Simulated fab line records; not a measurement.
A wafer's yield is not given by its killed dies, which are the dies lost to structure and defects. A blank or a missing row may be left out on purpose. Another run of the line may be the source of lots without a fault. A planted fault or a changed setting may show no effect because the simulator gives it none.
Split-lot trial ; flow n5Finfet ; 21 wafers read across 7 lots, on a route 1938 steps long

ON THE SPLIT
At N5_FIN_CUT_COAT_19 (time 60 s, resist thk 20 nm), the setting spinRpm was moved away from the recipe's 1500 rpm on 5 of the 21 wafers read, by -5.5% to +6.4%. For the rest of the wafers, this setting stayed at what the recipe calls for.

FROM THE SPLIT TO THE READING: what the file shows between them, 4 steps
- N5_FIN_CUT_COAT_29: time 60 s, resist thk 10 nm
- N5_FIN_CUT_COAT_02: resist thk 30 nm
- N5_FIN_CUT_DESCUM_13: chemistry O2, time 7 s
- N5_FIN_CUT_ETCH_30: etches underlayer in N2/H2, target depth 13 nm, time 10.4 s

THE READING
etch.depthNm (the simulator's own value, which no gauge read), in nm, at N5_FIN_CUT_ETCH_20 (etches SiARC in CF4, target depth 26 nm, time 43.3 s). The file does not state a usual value for it. The 16 wafers here that ran the recipe average 19.99 nm, standard deviation 0.071 nm.

wafer;tool, chamber at the split;spinRpm as run, rpm;against the recipe;etch.depthNm, nm;against lot-mates on the recipe
L075.1;lithoTrack-01, 0;1500;recipe;19.99;-
L075.4;lithoTrack-01, 0;1588;+5.9%;19.47;-0.52
L075.5;lithoTrack-01, 0;1588;+5.9%;19.41;-0.58
L080.3;lithoTrack-04, 0;1500;recipe;19.91;-
L080.4;lithoTrack-04, 0;1500;recipe;20;-
L080.6;lithoTrack-04, 0;1500;recipe;20.06;-
L083.3;lithoTrack-02, 0;1418;-5.5%;20.57;+0.44
L083.5;lithoTrack-02, 0;1500;recipe;20.13;-
L083.6;lithoTrack-02, 0;1418;-5.5%;20.63;+0.50
L084.1;lithoTrack-02, 0;1500;recipe;20.06;-
L084.2;lithoTrack-02, 0;1500;recipe;20.01;-
L084.5;lithoTrack-02, 0;1500;recipe;20.11;-
L085.4;lithoTrack-02, 0;1500;recipe;19.94;-
L085.5;lithoTrack-02, 0;1500;recipe;19.97;-
L085.6;lithoTrack-02, 0;1500;recipe;19.97;-
L090.2;lithoTrack-02, 0;1500;recipe;20.01;-
L090.3;lithoTrack-02, 0;1500;recipe;19.98;-
L090.6;lithoTrack-02, 0;1500;recipe;19.97;-
L092.1;lithoTrack-04, 0;1596;+6.4%;19.37;-0.50
L092.2;lithoTrack-04, 0;1500;recipe;19.87;-
L092.4;lithoTrack-04, 0;1500;recipe;19.88;-

THE FIT
A straight line over all 21 wafers: etch.depthNm changes by -0.101 nm for each +1% of spinRpm; r = -0.97; the points scatter about the line by 0.07 nm.
The same after taking each lot's own level away (the mean of its wafers on the recipe; 21 wafers): -0.0874 nm for each +1%; r = -0.99; scatter 0.038 nm.
The reading moves by 0.56 nm for the largest change in spinRpm, on that fit.
Measured against the standard deviation above, the lots' own levels, which go from 19.875 to 20.130 nm, span 3.6 times it.
Thus the slope moves with the lot-to-lot level: the two fits are different.
Check: -0.581 nm against its lot-mates is what the line predicts for one of the wafers moved furthest among these (+6.4%) when that wafer is left out of the fit. Against them it came out at -0.505 nm.

FURTHER SPLITS ON THESE WAFERS
Note: prior to the reading, these wafers also went through further splits. Each is held against what the fit with the lots' levels taken away leaves over:
other split on the same wafers;wafers away from the commonest value;r with etch.depthNm (lot level and that fit taken away)
N5_WELL_APT_EXPOSE_05 doseMj;4;+0.26
N5_WELL_APT_DEVELOP_07 developTimeS;7;+0.13
N5_WELL_APT_PEB_23 pebTempC;8;-0.07

THE WHOLE CHAIN: every reading that the file lists as answering this split, in the file's order
step;what it does;reading;change (the file's fit);r (the file's)
N5_FIN_CUT_COAT_19;time 60 s, resist thk 20 nm;SiARC_of_FIN_CUT_COAT_19.thkNm (the simulator's own value, which no gauge read);-0.0785 nm for each +1% of the setting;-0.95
N5_FIN_CUT_ETCH_20;etches SiARC in CF4, target depth 26 nm, time 43.3 s;etch.depthNm (the simulator's own value, which no gauge read);-0.0857 nm for each +1% of the setting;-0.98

THE FILE'S OWN FIT
etch.depthNm changes by -0.0857 nm for each +1% of spinRpm, r = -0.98.
